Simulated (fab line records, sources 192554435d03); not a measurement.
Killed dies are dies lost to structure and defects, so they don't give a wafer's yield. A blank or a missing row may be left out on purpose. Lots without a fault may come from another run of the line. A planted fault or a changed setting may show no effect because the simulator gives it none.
fab line records | flow n5_finfet
record lots=22 wafers=66 last_day=17
route steps=1938 shown FIN_CUT@172 STI_FIN_REVEAL@184 DUMMY_GATE@234
lots that met no fault: from a run of the same line without faults
start_h: hours from the record's first day to the start of the lot's first wafer shown | wait_h: hours since the lot's step before | " the same as in the row above | L1.1+2: a row that stands for several wafers | - no value, or no start given | * or withheld: withheld | < > ~ a bound
route shown NAME@n: a module of which the file shows steps, and the number in the route of the first | usual: mean/standard deviation of fault-free wafers | same: alike in all rows | chamber/n: place in a boat | sites: the reading at each site | _std_site: their standard deviation | _edge_site: outer sites' mean less inner sites' | radius_mm: how far each site lies from the wafer's centre | mask NAME#n: copy n | behind: the tool/chamber that last shaped the wafer | hold: why the lot was held/for how many hours/how that ended | device: the transistor (n, p or np) that didn't switch | end of line: the same wafers' tests at the end of the route | a step without rows: its recipe alone | killed: dies lost to structure and defects at the first sort, not the wafer's yield | map: a wafer's dies, x killed, . not, _ none there
set.NAME: the setting as run; set.NAME@STEP: as run at that earlier step | model.NAME: the simulator's own value behind a step, which no gauge read
steps of the route over a sample of lots; a table a step, a row a wafer
services: from which hour (start_h, from the record's first day; less than 0 if before it) a tool's chamber was out of use, for how many hours, and why
## steps
# step N5_FIN_CUT_STRIP_24
# recipe chemistry=CF4 resist=SiARC power_w=300 bias_power_w=75 pressure_mtorr=50 cf4_flow_sccm=150 rf_frequency_hz=6e+07
# usual bias_power_w=74.98/0.23 chamber_pressure_mTorr=50.00/0.048 drypump_motor_current_A=5.63/0.3 oes_product_au=0.78/0.053 rf_vpp_V=270.0/1.7 showerhead_plenum_p_Torr=1.75/0.067 throttle_valve_pct=13.44/0.21
# columns lot.wafer tool chamber start_h wait_h bias_power_w chamber_pressure_mTorr drypump_motor_current_A oes_product_au rf_hours_counter_h rf_vpp_V showerhead_plenum_p_Torr throttle_valve_pct
L074.3 rie_diel-03 3 27.14 0.0 75.06 50.11 5.30 0.75 155 269.0 1.73 13.63
L074.4 " 0 " " 74.83 50.03 5.42 0.81 93 268.4 1.68 13.55
L074.6 " 0 " " 75.02 49.95 5.46 0.80 - 268.4 1.68 13.56
L076.2 rie_diel-01 1 39.73 0.0 75.64 50.06 5.95 0.77 130 272.8 1.87 13.34
L076.5 " 2 " " 75.03 50.08 5.74 0.82 - 272.5 1.81 13.20
L076.6 " 3 " " 74.67 49.99 5.50 0.79 - 269.0 1.68 13.68
L077.1 rie_diel-04 1 45.61 0.0 75.03 50.01 5.10 0.74 177 269.1 1.72 13.80
L077.4 " 3 " " 74.36 50.05 6.01 0.81 86 269.4 1.75 13.26
L077.5 " 0 " " 75.07 50.00 5.18 0.72 - 271.8 1.78 13.53
L078.2 rie_diel-01 2 51.10 0.0 75.45 50.01 5.73 0.81 80 270.2 1.81 13.20
L078.5 " 0 " " 75.27 50.00 5.68 0.85 - 272.3 1.83 13.12
L078.6 " 1 " " 74.92 50.03 5.95 0.76 - 273.3 1.87 13.34
L079.2 rie_diel-04 0 57.22 0.0 74.82 49.96 5.17 0.71 200 270.6 1.78 13.54
L079.3 " 1 " " 75.31 50.00 5.09 0.73 180 269.2 1.72 13.82
L079.6 " 0 " " 74.94 49.95 5.20 0.71 - 270.4 1.78 13.55
L080.2 rie_diel-03 3 63.38 0.0 74.82 49.99 5.30 0.73 167 268.7 1.72 13.67
L080.3 " 2 " " 75.24 50.08 5.42 0.80 96 269.2 1.67 13.32
L080.4 " 1 " " 75.34 50.08 6.09 0.96 - 269.6 1.76 13.20
L081.1 rie_diel-04 0 69.09 0.0 74.67 49.92 5.18 0.71 203 269.9 1.78 13.54
L081.3 " 3 " " 75.46 50.10 5.99 0.80 93 270.3 1.74 13.25
L081.4 " 2 " " 75.24 49.93 5.83 0.78 109 268.2 1.67 13.43
L082.2 rie_diel-01 3 75.40 0.0 75.03 50.01 5.53 0.78 112 269.2 1.68 13.68
L082.3 " 1 " " 75.03 50.04 5.95 0.76 141 273.2 1.87 13.36
L082.4 " 0 " " 75.05 49.98 5.69 0.84 51 271.0 1.82 13.15
L083.1 rie_diel-01 2 81.47 0.0 74.79 50.07 5.75 0.80 89 272.4 1.81 13.22
L083.5 " 1 " " 75.06 49.95 5.95 0.75 - 273.3 1.87 13.35
L083.6 " 2 " " 74.66 49.97 5.72 0.81 - 270.6 1.81 13.21
L084.1 rie_diel-03 0 88.04 0.0 75.00 49.94 5.47 0.78 109 268.9 1.68 13.58
L084.5 " 1 " " 75.01 50.01 6.07 0.93 - 269.3 1.76 13.25
L084.6 " 0 " " 75.04 49.94 5.46 0.79 - 268.8 1.68 13.56
L085.2 rie_diel-04 0 95.81 0.0 75.16 50.03 5.20 0.70 211 270.1 1.77 13.58
L085.3 " 2 " " 75.04 50.00 5.83 0.77 116 268.2 1.66 13.42
L085.4 " 3 " " 74.88 50.07 6.03 0.79 101 268.9 1.74 13.30
L086.2 rie_diel-04 1 100.92 0.0 75.36 49.93 5.11 0.73 192 268.9 1.72 13.87
L086.3 " 0 " " 75.00 50.05 5.20 0.71 212 270.0 1.77 13.57
L086.6 " 2 " " 75.29 49.97 5.81 0.77 - 268.2 1.66 13.43
L087.2 rie_diel-03 0 108.35 0.0 75.03 49.94 5.40 0.78 117 268.3 1.67 13.60
L087.4 " 2 " " 74.59 49.92 5.40 0.79 112 267.3 1.67 13.34
L087.5 " 3 " " 75.35 50.08 5.30 0.72 - 269.8 1.72 13.70
L088.3 rie_diel-03 2 116.15 0.0 75.16 50.07 5.44 0.79 114 269.3 1.66 13.35
L088.4 " 3 " " 75.10 50.04 5.26 0.72 182 268.8 1.72 13.72
L088.6 " 2 " " 75.04 50.02 5.40 0.78 - 269.2 1.66 13.36
L089.2 rie_diel-01 0 119.37 0.0 74.90 49.99 5.71 0.83 66 271.5 1.82 13.18
L089.5 " 1 " " 74.88 49.98 5.97 0.74 - 273.5 1.87 13.41
L089.6 " 0 " " 74.74 49.94 5.73 0.82 - 271.7 1.82 13.19
L090.1 rie_diel-04 3 122.94 0.0 75.29 49.92 6.02 0.78 108 270.5 1.74 13.29
L090.5 " 2 " " 74.79 49.95 5.81 0.77 - 268.2 1.66 13.44
L090.6 " 3 " " 75.30 50.01 5.99 0.79 - 270.7 1.74 13.30
L091.2 rie_diel-01 2 129.23 0.0 74.86 49.98 5.74 0.80 101 271.8 1.80 13.25
L091.5 " 3 " " 74.92 49.97 5.54 0.76 - 266.7 1.67 13.71
L091.6 " 0 " " 74.99 49.90 5.69 0.81 - 270.5 1.82 13.19
L093.1 rie_diel-01 0 141.18 0.0 75.20 50.03 5.67 0.81 72 272.6 1.82 13.21
L093.3 " 2 " " 74.98 50.01 5.72 0.80 105 270.6 1.80 13.25
L093.6 " 2 " " 74.96 49.95 5.74 0.79 - 271.8 1.80 13.26
L094.2 rie_diel-01 2 148.36 0.0 74.90 50.11 5.73 0.79 107 271.1 1.80 13.27
L094.4 " 3 " " 74.76 50.04 5.55 0.76 133 269.2 1.67 13.75
L094.5 " 3 " " 74.64 49.95 5.54 0.76 - 267.4 1.67 13.71
L095.4 rie_diel-03 2 153.36 0.0 74.76 49.94 5.42 0.78 126 268.0 1.66 13.38
L095.5 " 2 " " 75.07 50.04 5.41 0.78 - 267.0 1.66 13.38
L095.6 " 1 " " 75.13 49.97 6.08 0.89 - 270.1 1.76 13.29
L096.2 rie_diel-03 0 159.27 0.0 75.21 49.93 5.44 0.77 132 267.4 1.67 13.63
L096.4 " 2 " " 75.11 49.94 5.41 0.77 128 268.3 1.66 13.38
L096.6 " 2 " " 75.09 49.91 5.41 0.77 - 267.7 1.66 13.40
L097.4 rie_diel-01 3 166.10 0.0 74.87 50.07 5.54 0.76 - 268.7 1.67 13.74
L097.5 " 2 " " 75.06 49.96 5.71 0.79 - 272.0 1.80 13.28
L097.6 " 1 " " 74.80 49.97 5.96 0.73 - 272.1 1.86 13.42
# step N5_FIN_CUT_INSPECT_17
# recipe inspect_instrument=brightfield mode=aei
# usual raw_defect_count=248/68
# columns lot.wafer tool chamber start_h wait_h raw_defect_count
L074.3 defect_inspect-02 - 27.64 0.0 255
L074.4 " - " " 285
L074.6 " - " " 283
L076.2 defect_inspect-01 - 40.23 0.0 276
L076.5 " - " " 168
L076.6 " - " " 246
L077.1 defect_inspect-01 - 46.17 0.0 207
L077.4 " - " " 186
L077.5 " - " " 192
L078.2 defect_inspect-02 - 51.60 0.0 216
L078.5 " - " " 285
L078.6 " - " " 215
L079.2 defect_inspect-01 - 57.72 0.0 179
L079.3 " - " " 331
L079.6 " - " " 317
L080.2 defect_inspect-02 - 63.87 0.0 273
L080.3 " - " " 205
L080.4 " - " " 256
L081.1 defect_inspect-01 - 69.67 0.0 202
L081.3 " - " " 183
L081.4 " - " " 126
L082.2 defect_inspect-01 - 75.90 0.0 254
L082.3 " - " " 222
L082.4 " - " " 297
L083.1 defect_inspect-02 - 81.96 0.0 147
L083.5 " - " " 188
L083.6 " - " " 145
L084.1 defect_inspect-02 - 88.54 0.0 271
L084.5 " - " " 212
L084.6 " - " " 281
L085.2 defect_inspect-02 - 97.06 0.0 219
L085.3 " - " " 178
L085.4 " - " " 239
L086.2 defect_inspect-01 - 101.55 0.0 473
L086.3 " - " " 266
L086.6 " - " " 434
L087.2 defect_inspect-01 - 108.84 0.0 191
L087.4 " - " " 173
L087.5 " - " " 215
L088.3 defect_inspect-02 - 116.89 0.0 321
L088.4 " - " " 161
L088.6 " - " " 208
L089.2 defect_inspect-02 - 119.87 0.0 267
L089.5 " - " " 295
L089.6 " - " " 198
L090.1 defect_inspect-01 - 123.44 0.0 335
L090.5 " - " " 256
L090.6 " - " " 294
L091.2 defect_inspect-02 - 129.73 0.0 301
L091.5 " - " " 341
L091.6 " - " " 449
L093.1 defect_inspect-02 - 141.85 0.0 233
L093.3 " - " " 176
L093.6 " - " " 201
L094.2 defect_inspect-02 - 148.86 0.0 260
L094.4 " - " " 260
L094.5 " - " " 240
L095.4 defect_inspect-01 - 153.95 0.0 439
L095.5 " - " " 232
L095.6 " - " " 273
L096.2 defect_inspect-01 - 159.76 0.0 223
L096.4 " - " " 196
L096.6 " - " " 232
L097.4 defect_inspect-02 - 166.58 0.0 172
L097.5 " - " " 235
L097.6 " - " " 165
# step N5_STI_FIN_REVEAL_ALD_14
# recipe material=Si3N4 target_thk_a=30 temp_c=400 ald_precursor_family=SiH2I2 ald_co_reactant=N2/H2-plasma pressure_torr=2
# usual heater_power_outer_w=532/56 heater_power_w=864/71
# columns lot.wafer tool chamber start_h wait_h heater_power_outer_w heater_power_w
L074.3 ald_sin-02 3 27.78 0.0 560 914
L074.4 " 1 " " 641 1041
L074.6 " 0 " " 471 786
L076.2 ald_sin-03 0 41.08 0.0 558 812
L076.5 " 3 " " 558 870
L076.6 " 2 " " 498 847
L077.1 ald_sin-04 2 46.40 0.0 433 770
L077.4 " 0 " " 454 827
L077.5 " 2 " " 429 742
L078.2 ald_sin-03 0 51.69 0.0 579 821
L078.5 " 1 " " 615 945
L078.6 " 0 " " 561 816
L079.2 ald_sin-04 2 57.80 0.0 445 737
L079.3 " 1 " " 500 882
L079.6 " 0 " " 458 827
L080.2 ald_sin-02 3 64.16 0.0 564 945
L080.3 " 1 " " 633 1021
L080.4 " 2 " " 530 840
L081.1 ald_sin-04 2 69.76 0.0 443 759
L081.3 " 0 " " 454 816
L081.4 " 1 " " 498 854
L082.2 ald_sin-02 3 75.99 0.0 562 927
L082.3 " 1 " " 630 1033
L082.4 " 0 " " 471 797
L083.1 ald_sin-03 0 82.06 0.0 561 852
L083.5 " 2 " " 509 845
L083.6 " 3 " " 564 877
L084.1 ald_sin-02 3 88.77 0.0 545 907
L084.5 " 3 " " 561 918
L084.6 " 0 " " 477 786
L085.2 ald_sin-02 1 97.85 0.0 624 1079
L085.3 " 0 " " 486 798
L085.4 " 3 " " 551 903
L086.2 ald_sin-03 0 101.88 0.0 553 830
L086.3 " 1 " " 618 935
L086.6 " 3 " " 534 829
L087.2 ald_sin-03 3 109.51 0.0 534 798
L087.4 " 2 " " 481 816
L087.5 " 0 " " 532 834
L088.3 ald_sin-02 0 116.97 0.0 491 833
L088.4 " 2 " " 530 864
L088.6 " 0 " " 487 817
L089.2 ald_sin-04 2 119.95 0.0 438 762
L089.5 " 1 " " 498 871
L089.6 " 2 " " 442 752
L090.1 ald_sin-03 1 123.52 0.0 601 967
L090.5 " 2 " " 479 808
L090.6 " 1 " " 633 933
L091.2 ald_sin-03 3 129.82 0.0 561 852
L091.5 " 3 " " 533 822
L091.6 " 0 " " 545 839
L093.1 ald_sin-03 2 141.94 0.0 484 802
L093.3 " 0 " " 551 829
L093.6 " 3 " " 555 809
L094.2 ald_sin-02 1 148.94 0.0 643 1042
L094.4 " 2 " " 539 843
L094.5 " 3 " " 554 899
L095.4 ald_sin-02 3 154.04 0.0 560 907
L095.5 " 0 " " 496 829
L095.6 " 1 " " 628 1024
L096.2 ald_sin-02 2 160.00 0.0 535 822
L096.4 " 1 " " 632 1025
L096.6 " 3 " " 566 935
L097.4 ald_sin-04 3 166.67 0.0 481 860
L097.5 " 3 " " 474 877
L097.6 " 0 " " 464 809
# step N5_STI_FIN_REVEAL_DENSIFY_30
# recipe temp_c=* time_s=* ambient=N2 idle_temp_c=600 ramp_up_c_per_s=150 ramp_down_c_per_s=60 cool_to_c=600
# usual lamp_power_pct=11.53/0.056 lamp_zone_5_pct=11.531/0.019 wafer_temp_C_max=*
# columns lot.wafer tool chamber start_h wait_h lamp_power_pct lamp_zone_5_pct wafer_temp_C_max
L074.3 rtp_anneal-01 0 33.20 0.1 11.46 11.536 *
L074.4 " 0 " " 11.51 11.515 *
L074.6 " 0 " " 11.44 11.570 *
L076.2 rtp_anneal-01 0 47.24 0.1 11.54 11.528 *
L076.5 " 0 " " 11.58 11.542 *
L076.6 " 0 " " 11.46 11.510 *
L077.1 rtp_anneal-01 0 51.76 0.0 11.60 11.540 *
L077.4 " 0 " " 11.53 11.512 *
L077.5 " 0 " " 11.56 11.513 *
L078.2 rtp_anneal-01 0 57.34 0.3 11.58 11.557 *
L078.5 " 0 " " 11.56 11.531 *
L078.6 " 0 " " 11.54 11.501 *
L079.2 rtp_anneal-02 0 63.26 0.1 11.44 11.562 *
L079.3 " 0 " " 11.55 11.540 *
L079.6 " 0 " " 11.58 11.518 *
L080.2 rtp_anneal-01 0 69.65 0.2 11.49 11.548 *
L080.3 " 0 " " 11.50 11.513 *
L080.4 " 0 " " 11.57 11.574 *
L081.1 rtp_anneal-01 0 75.12 0.0 11.56 11.542 *
L081.3 " 0 " " 11.60 11.533 *
L081.4 " 0 " " 11.52 11.539 *
L082.2 rtp_anneal-02 0 81.38 0.1 11.54 11.547 *
L082.3 " 0 " " 11.50 11.553 *
L082.4 " 0 " " 11.57 11.506 *
L083.1 rtp_anneal-02 0 87.44 0.0 11.51 11.478 *
L083.5 " 0 " " 11.43 11.522 *
L083.6 " 0 " " 11.53 11.519 *
L084.1 rtp_anneal-02 0 94.22 0.0 11.63 11.542 *
L084.5 " 0 " " 11.54 11.525 *
L084.6 " 0 " " 11.57 11.530 *
L085.2 rtp_anneal-02 0 103.25 0.1 11.47 11.541 *
L085.3 " 0 " " 11.51 11.531 *
L085.4 " 0 " " 11.44 11.527 *
L086.2 rtp_anneal-02 0 107.27 0.1 11.47 11.526 *
L086.3 " 0 " " 11.47 11.519 *
L086.6 " 0 " " 11.57 11.506 *
L087.2 rtp_anneal-01 0 114.90 0.1 11.50 11.530 *
L087.4 " 0 " " 11.57 11.563 *
L087.5 " 0 " " 11.43 11.545 *
L088.3 rtp_anneal-01 0 122.39 0.1 11.46 11.530 *
L088.4 " 0 " " 11.54 11.561 *
L088.6 " 0 " " 11.50 11.521 *
L089.2 rtp_anneal-01 0 125.74 0.1 11.60 11.532 *
L089.5 " 0 " " 11.47 11.503 *
L089.6 " 0 " " 11.48 11.534 *
L090.1 rtp_anneal-01 0 128.90 0.0 11.55 11.530 *
L090.5 " 0 " " 11.54 11.537 *
L090.6 " 0 " " 11.61 11.496 *
L091.2 rtp_anneal-02 0 135.97 0.1 11.60 11.521 *
L091.5 " 0 " " 11.47 11.541 *
L091.6 " 0 " " 11.58 11.551 *
L093.1 rtp_anneal-01 0 147.30 0.0 11.54 11.491 *
L093.3 " 0 " " 11.49 11.510 *
L093.6 " 0 " " 11.55 11.560 *
L094.2 rtp_anneal-01 0 154.33 0.1 11.56 11.513 *
L094.4 " 0 " " 11.52 11.569 *
L094.5 " 0 " " 11.56 11.555 *
L095.4 rtp_anneal-02 0 159.49 0.1 11.57 11.553 *
L095.5 " 0 " " 11.54 11.501 *
L095.6 " 0 " " 11.55 11.541 *
L096.2 rtp_anneal-01 0 165.57 0.2 11.55 11.554 *
L096.4 " 0 " " 11.55 11.535 *
L096.6 " 0 " " 11.53 11.536 *
L097.4 rtp_anneal-01 0 172.30 0.3 11.60 11.511 *
L097.5 " 0 " " 11.50 11.538 *
L097.6 " 0 " " 11.61 11.536 *
# step N5_STI_FIN_REVEAL_ETCH_34
# recipe chemistry=H2 mode=isotropic material=Si target=Si target_depth_a=9.7 temp_c=20 pressure_mtorr=4.5 icp_w=300 bias_w=0 h2_flow_sccm=7.5 he_flow_sccm=142.5
# usual chamber_pressure_mTorr=4.499/0.0055 drypump_motor_current_A=5.7/0.39 oes_product_au=1.001/0.017 throttle_valve_pct=25.8/0.4
# same bias_w=0
# columns lot.wafer tool chamber start_h wait_h chamber_pressure_mTorr drypump_motor_current_A oes_product_au rf_hours_counter_h throttle_valve_pct
L074.3 rie_si-01 1 35.71 0.1 4.497 5.0 0.999 138 25.8
L074.4 " 0 " " 4.498 5.9 1.003 142 25.8
L074.6 " 1 " " 4.500 5.0 0.996 - 25.8
L076.2 rie_si-01 2 49.77 0.1 4.500 6.0 1.006 22 25.5
L076.5 " 3 " " 4.500 5.8 1.013 - 26.2
L076.6 " 2 " " 4.497 5.9 1.003 - 25.5
L077.1 rie_si-05 3 54.31 0.2 4.497 5.9 1.021 171 25.8
L077.4 " 0 " " 4.500 5.5 0.971 130 26.5
L077.5 " 1 " " 4.498 5.8 1.006 - 25.6
L078.2 rie_si-01 2 59.92 0.1 4.501 6.0 1.022 23 25.5
L078.5 " 1 " " 4.504 5.0 1.002 - 25.8
L078.6 " 3 " " 4.492 5.8 1.012 - 26.2
L079.2 rie_si-01 0 65.78 0.1 4.502 5.9 1.006 142 25.8
L079.3 " 3 " " 4.499 5.8 1.012 197 26.2
L079.6 " 1 " " 4.493 5.0 1.001 - 25.8
L080.2 rie_si-02 1 72.20 0.1 4.495 5.5 0.992 25 26.6
L080.3 " 0 " " 4.501 6.0 1.015 115 25.4
L080.4 " 3 " " 4.502 4.9 0.970 62 25.5
L081.1 rie_si-05 0 77.96 0.2 4.495 5.5 0.972 131 26.5
L081.3 " 3 " " 4.499 5.9 1.016 171 25.8
L081.4 " 1 " " 4.493 5.9 1.002 188 25.6
L082.2 rie_si-05 3 84.14 0.1 4.507 5.9 1.023 172 25.8
L082.3 " 1 " " 4.500 5.9 0.998 188 25.6
L082.4 " 2 " " 4.495 6.4 1.002 123 25.5
L083.1 rie_si-05 3 90.08 0.2 4.499 5.9 1.023 172 25.8
L083.5 " 0 " " 4.502 5.5 0.972 - 26.5
L083.6 " 3 " " 4.502 5.9 1.013 - 25.8
L084.1 rie_si-05 0 96.83 0.2 4.505 5.5 0.992 131 26.5
L084.5 " 3 " " 4.492 5.9 1.031 - 25.8
L084.6 " 2 " " 4.504 6.4 1.000 - 25.5
L085.2 rie_si-05 2 106.13 0.1 4.501 6.4 0.997 123 25.5
L085.3 " 3 " " 4.503 5.9 1.028 172 25.8
L085.4 " 1 " " 4.508 5.9 1.003 188 25.6
L086.2 rie_si-01 1 109.88 0.1 4.497 5.0 1.002 139 25.8
L086.3 " 3 " " 4.492 5.7 1.018 197 26.2
L086.6 " 0 " " 4.493 5.9 1.006 - 25.8
L087.2 rie_si-02 0 117.42 0.1 4.499 6.0 1.024 116 25.4
L087.4 " 0 " " 4.502 6.0 1.025 - 25.4
L087.5 " 1 " " 4.500 5.5 0.985 - 26.6
L088.3 rie_si-02 0 124.91 0.1 4.453 6.0 1.022 116 25.4
L088.4 " 1 " " 4.499 5.5 0.972 26 26.6
L088.6 " 0 " " 4.502 6.0 1.011 - 25.4
L089.2 rie_si-05 2 128.41 0.1 4.500 6.3 0.992 124 25.5
L089.5 " 3 " " 4.496 5.9 1.022 - 25.8
L089.6 " 2 " " 4.498 6.4 1.013 - 25.5
L090.1 rie_si-01 2 131.48 0.2 4.501 5.9 1.018 24 25.5
L090.5 " 0 " " 4.498 5.9 1.025 - 25.8
L090.6 " 2 " " 4.500 5.9 1.023 - 25.5
L091.2 rie_si-02 2 138.51 0.1 4.502 5.8 0.991 7 25.6
L091.5 " 2 " " 4.495 5.8 0.988 - 25.6
L091.6 " 1 " " 4.497 5.5 0.977 - 26.6
L093.1 rie_si-02 2 150.32 0.3 4.501 5.8 0.996 8 25.6
L093.3 " 1 " " 4.500 5.5 0.985 27 26.6
L093.6 " 1 " " 4.501 5.6 0.981 - 26.6
L094.2 rie_si-05 1 157.08 0.1 4.495 5.9 1.001 189 25.6
L094.4 " 2 " " 4.497 6.4 1.010 124 25.5
L094.5 " 0 " " 4.495 5.5 0.983 - 26.5
L095.4 rie_si-05 2 161.97 0.1 4.497 6.4 1.004 124 25.5
L095.5 " 3 " " 4.505 5.9 1.029 - 25.8
L095.6 " 0 " " 4.503 5.4 0.988 - 26.5
L096.2 rie_si-01 0 168.16 0.1 4.500 5.9 0.992 144 25.8
L096.4 " 2 " " 4.500 5.9 1.004 25 25.5
L096.6 " 2 " " 4.503 6.0 0.998 - 25.5
L097.4 rie_si-02 0 174.79 0.1 4.495 6.1 1.032 117 25.4
L097.5 " 0 " " 4.504 6.0 1.022 - 25.4
L097.6 " 3 " " 4.505 4.9 0.960 - 25.5
# step N5_DUMMY_GATE_DESCUM_20
# recipe chemistry=O2 time_s=6.2 source_power_w=50 bias_power_w=20 pressure_mtorr=20 rf_frequency_hz=2.712e+07 temp_c=40 resist=CAR-EUV o2_flow_sccm=225
# usual bias_power_w=20.00/0.058 chamber_pressure_mTorr=20.000/0.019 drypump_motor_current_A=5.6/0.32 o2_flow_sccm=224.9/0.7 oes_product_au=0.78/0.06 rf_vpp_V=242.1/1.5 showerhead_plenum_p_Torr=2.03/0.087 throttle_valve_pct=20.30/0.18
# columns lot.wafer tool chamber start_h wait_h bias_power_w chamber_pressure_mTorr drypump_motor_current_A o2_flow_sccm oes_product_au rf_hours_counter_h rf_vpp_V showerhead_plenum_p_Torr throttle_valve_pct
L074.3 rie_diel-01 0 45.04 0.0 20.00 19.996 5.7 224.5 0.88 42 244.5 2.14 20.05
L074.4 " 1 " " 20.02 20.000 6.0 223.7 0.77 131 244.4 2.20 20.21
L074.6 " 1 " " 19.98 19.972 5.9 224.5 0.77 - 245.0 2.20 20.20
L076.2 rie_diel-03 1 59.97 0.1 19.97 20.022 6.1 225.0 0.99 2 243.1 2.07 20.23
L076.5 " 1 " " 19.99 20.021 6.1 225.3 0.99 - 242.8 2.07 20.21
L076.6 " 3 " " 20.05 20.039 5.3 223.7 0.74 - 240.6 1.99 20.36
L077.1 rie_diel-03 1 65.75 0.1 19.93 20.023 6.1 225.8 0.96 5 242.1 2.07 20.24
L077.4 " 1 " " 19.97 20.027 6.1 226.3 0.97 - 242.6 2.07 20.24
L077.5 " 3 " " 19.90 20.006 5.3 223.3 0.73 - 240.4 1.99 20.37
L078.2 rie_diel-04 1 73.28 0.0 20.02 19.991 5.1 225.4 0.73 185 240.6 2.00 20.71
L078.5 " 3 " " 20.00 20.042 6.0 224.9 0.81 - 243.2 2.03 20.15
L078.6 " 2 " " 19.94 19.991 5.8 225.2 0.77 - 241.0 1.94 20.24
L079.2 rie_diel-04 3 75.14 0.0 19.99 19.984 6.0 224.9 0.82 95 243.6 2.03 20.14
L079.3 " 1 " " 20.08 20.023 5.1 224.2 0.73 185 241.4 2.00 20.70
L079.6 " 2 " " 19.96 19.989 5.8 225.6 0.77 - 239.7 1.94 20.22
L080.2 rie_diel-03 1 81.74 0.1 19.89 20.004 6.1 223.9 0.94 11 241.4 2.06 20.25
L080.3 " 0 " " 20.07 19.973 5.5 224.4 0.79 107 240.6 1.94 20.43
L080.4 " 2 " " 19.94 19.950 5.5 225.1 0.80 103 239.6 1.95 20.23
L081.1 rie_diel-04 3 87.60 0.3 20.09 19.946 6.0 224.5 0.80 98 241.8 2.03 20.15
L081.3 " 1 " " 19.94 19.993 5.1 226.3 0.73 189 242.6 2.00 20.70
L081.4 " 2 " " 19.94 20.033 5.8 224.8 0.77 114 241.4 1.94 20.26
L082.2 rie_diel-01 1 93.58 0.0 19.94 19.994 5.9 225.9 0.76 147 243.0 2.20 20.21
L082.3 " 3 " " 19.91 19.982 5.6 224.8 0.78 118 241.5 1.93 20.47
L082.4 " 0 " " 19.92 19.974 5.7 224.7 0.85 - 244.6 2.14 20.07
L083.1 rie_diel-04 3 99.55 0.0 19.93 20.029 6.1 225.0 0.80 101 241.1 2.03 20.14
L083.5 " 0 " " 20.00 20.001 5.2 224.1 0.71 - 244.1 2.07 20.36
L083.6 " 1 " " 20.03 19.971 5.1 224.2 0.73 - 241.5 2.00 20.69
L084.1 rie_diel-01 0 108.01 0.1 20.07 20.007 5.7 226.1 0.84 61 244.4 2.13 20.08
L084.5 " 1 " " 19.98 20.028 5.9 226.3 0.75 - 244.2 2.19 20.22
L084.6 " 2 " " 20.05 19.976 5.7 224.7 0.82 - 243.1 2.12 20.05
L085.2 rie_diel-01 1 117.40 0.0 19.89 19.979 6.0 223.9 0.75 155 243.7 2.19 20.25
L085.3 " 2 " " 20.05 19.998 5.7 225.2 0.82 98 243.1 2.12 20.05
L085.4 " 3 " " 20.07 19.989 5.5 224.8 0.78 125 240.6 1.93 20.49
L086.2 rie_diel-01 2 122.90 0.0 19.95 19.997 5.7 225.0 0.81 99 244.0 2.12 20.05
L086.3 " 3 " " 20.06 20.015 5.6 224.7 0.78 126 239.1 1.93 20.49
L086.6 " 3 " " 19.96 19.981 5.5 224.5 0.77 - 241.3 1.93 20.48
L087.2 rie_diel-03 3 128.77 0.0 20.00 20.000 5.3 225.3 0.72 186 241.9 1.98 20.40
L087.4 " 0 " " 19.96 20.028 5.4 225.0 0.78 122 239.5 1.94 20.46
L087.5 " 0 " " 20.03 20.034 5.4 225.0 0.77 - 242.9 1.94 20.46
L088.3 rie_diel-01 1 138.38 0.4 19.97 19.990 5.9 225.0 0.73 160 243.7 2.19 20.26
L088.4 " 3 " " 20.09 19.983 5.5 224.9 0.77 130 241.8 1.93 20.47
L088.6 " 3 " " 20.01 20.016 5.5 224.3 0.77 - 240.9 1.93 20.48
L089.2 rie_diel-04 0 141.73 0.6 20.05 19.973 5.2 225.0 0.69 224 243.7 2.07 20.39
L089.5 " 2 " " 20.06 20.017 5.8 225.2 0.76 - 241.9 1.93 20.26
L089.6 " 3 " " 19.97 19.993 6.0 225.5 0.79 - 241.8 2.03 20.17
L090.1 rie_diel-01 1 143.90 0.0 19.96 20.018 6.0 225.9 0.74 162 244.7 2.19 20.25
L090.5 " 0 " " 20.03 19.982 5.7 226.1 0.83 - 243.8 2.13 20.09
L090.6 " 3 " " 20.02 20.031 5.5 223.3 0.77 - 240.8 1.93 20.49
L091.2 rie_diel-04 3 151.22 0.1 19.91 19.983 6.0 225.2 0.78 116 240.7 2.02 20.18
L091.5 " 2 " " 20.01 19.997 5.8 224.8 0.75 - 239.3 1.93 20.25
L091.6 " 3 " " 19.97 20.015 6.0 225.9 0.78 - 241.3 2.02 20.18
L093.1 rie_diel-03 2 163.42 0.0 19.92 20.014 5.4 224.5 0.78 129 240.2 1.94 20.28
L093.3 " 3 " " 19.99 20.043 5.3 225.0 0.71 197 242.3 1.98 20.41
L093.6 " 2 " " 19.99 20.020 5.4 224.8 0.78 - 241.1 1.94 20.27
L094.2 rie_diel-03 1 169.54 0.2 20.10 19.999 6.1 224.7 0.88 39 243.6 2.05 20.29
L094.4 " 2 " " 19.97 19.981 5.4 225.2 0.77 131 241.2 1.94 20.28
L094.5 " 1 " " 19.99 20.024 6.1 224.3 0.88 - 242.7 2.05 20.29
L095.4 rie_diel-04 2 171.96 0.0 19.98 19.990 5.8 225.4 0.76 138 241.0 1.93 20.26
L095.5 " 0 " " 20.03 20.005 5.2 224.7 0.69 - 242.1 2.07 20.37
L095.6 " 3 " " 19.99 19.987 6.0 225.3 0.78 - 243.1 2.02 20.19
L096.2 rie_diel-04 0 177.47 0.0 20.01 19.979 5.2 224.5 0.69 231 243.4 2.07 20.38
L096.4 " 1 " " 19.97 20.041 5.1 225.6 0.71 214 241.8 1.99 20.76
L096.6 " 3 " " 19.97 19.973 6.0 225.7 0.77 - 242.4 2.02 20.18
L097.4 rie_diel-01 1 184.15 0.1 20.01 19.993 5.9 224.6 0.73 - 244.4 2.18 20.26
L097.5 " 3 " " 19.98 20.014 5.5 225.3 0.76 - 242.5 1.92 20.49
L097.6 " 2 " " 19.99 19.999 5.8 224.7 0.79 - 245.3 2.11 20.08
## services
# columns tool chamber start_h hours kind
rie_diel-01 1 15.33 13.7 repair
rie_diel-01 3 23.22 7.5 repair
ald_sin-04 - 35.55 6.0 pm
rie_si-05 3 35.94 3.2 repair
rie_si-02 - 52.62 14.6 pm
rie_si-01 0 55.47 8.1 repair
rie_diel-03 0 57.29 12.0 repair
ald_sin-02 - 67.35 0.4 repair
rie_diel-03 3 68.58 5.6 repair
rie_si-02 3 81.24 20.5 repair
ald_sin-03 - 85.25 14.0 pm
rie_diel-01 2 91.81 7.0 repair
rie_si-02 - 108.70 2.8 pm
ald_sin-04 - 109.71 2.8 pm
rie_si-02 3 113.91 5.8 repair
ald_sin-03 - 131.06 1.0 repair
rie_diel-01 3 135.21 3.0 repair
rie_si-05 2 150.92 2.8 repair
rie_diel-04 0 154.84 11.5 repair
rie_si-02 0 162.53 1.9 repair
ald_sin-04 - 177.59 14.0 pm
rie_si-05 2 180.29 6.9 repair
rie_diel-01 - 181.01 0.5 repair
ald_sin-03 2 182.01 9.5 repair
## key
fault none
